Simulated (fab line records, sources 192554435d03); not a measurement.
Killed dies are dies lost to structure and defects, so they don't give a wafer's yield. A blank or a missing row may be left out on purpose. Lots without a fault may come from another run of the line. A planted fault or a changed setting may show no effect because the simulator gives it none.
Chamber matching | flow n5_finfet | N5_STI_FIN_REVEAL_STRIP_24 on rie_diel-06: 4 sister chambers
The step strips in N2/H2, time 90 s. 18 wafers are shown with their chamber, then 9 later ones without.

WAFERS WITH THEIR CHAMBER
wafer  | chamber | drypump_motor_current_A (A) | throttle_valve_pct (%) | showerhead_plenum_p_Torr (Torr)
L074.2 | 2       | 4.9                         | 11.99                  | 3.36
L074.3 | 0       | 5.8                         | 12.74                  | 3.21
L074.6 | 0       | 5.8                         | 12.75                  | 3.21
L075.1 | 3       | 6.0                         | 12.05                  | 3.57
L075.2 | 1       | 5.8                         | 12.11                  | 3.28
L075.5 | 0       | 5.9                         | 12.76                  | 3.21
L076.2 | 1       | 5.8                         | 12.12                  | 3.28
L076.5 | 2       | 4.9                         | 12.02                  | 3.35
L076.6 | 3       | 6.0                         | 12.07                  | 3.57
L081.2 | 3       | 6.1                         | 12.09                  | 3.56
L081.4 | 2       | 5.0                         | 12.04                  | 3.35
L081.5 | 3       | 6.0                         | 12.10                  | 3.56
L084.2 | 1       | 5.8                         | 12.17                  | 3.27
L084.4 | 2       | 5.0                         | 12.06                  | 3.34
L084.6 | 1       | 5.8                         | 12.16                  | 3.27
L086.3 | 0       | 5.9                         | 12.12                  | 3.61
L086.4 | 1       | 5.8                         | 12.16                  | 3.27
L086.6 | 3       | 6.1                         | 12.12                  | 3.55

SIGNATURES (means of the wafers above)
reading                  | chamber 0 | chamber 1 | chamber 2 | chamber 3 | scatter within a chamber
drypump_motor_current_A  | 5.850     | 5.800     | 4.950     | 6.040     | 0.0478
throttle_valve_pct       | 12.5925   | 12.1440   | 12.0275   | 12.0860   | 0.148
showerhead_plenum_p_Torr | 3.3100    | 3.2740    | 3.3500    | 3.5620    | 0.0928
Rule: a wafer's distance from a chamber is the root of the sum, over the readings, of the square of ((its reading less the chamber's mean) divided by the reading's scatter). The wafer belongs to the nearest chamber; if the next one is less than 2 further off, it can't be placed. The scatter: the root of (the sum of the squares of (reading less its chamber's mean) over the shown wafers, divided by (wafers less chambers)).

WAFERS WITHOUT THEIR CHAMBER
wafer  | drypump_motor_current_A (A) | throttle_valve_pct (%) | showerhead_plenum_p_Torr (Torr)
L091.2 | 6.0                         | 12.18                  | 3.54
L091.4 | 5.8                         | 12.22                  | 3.26
L091.6 | 5.9                         | 12.18                  | 3.60
L095.2 | 6.0                         | 12.19                  | 3.54
L095.3 | 4.9                         | 12.12                  | 3.33
L095.4 | 5.8                         | 12.19                  | 3.60
L096.1 | 5.8                         | 12.19                  | 3.60
L096.3 | 5.0                         | 12.14                  | 3.33
L096.5 | 5.0                         | 12.13                  | 3.33

WHICH CHAMBER EACH WENT THROUGH
wafer  | from the rows above          | in truth
L091.2 | 3                            | 3
L091.4 | 1                            | 1
L091.6 | can't be placed: 3 or 1 or 0 | 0
L095.2 | 3                            | 3
L095.3 | 2                            | 2
L095.4 | can't be placed: 1 or 0 or 3 | 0
L096.1 | can't be placed: 1 or 0 or 3 | 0
L096.3 | 2                            | 2
L096.5 | 2                            | 2
Placed correctly: 6 of 9. Can't be placed from these rows: 3 (the true chamber is among the candidates in 3). Placed wrongly: 0.
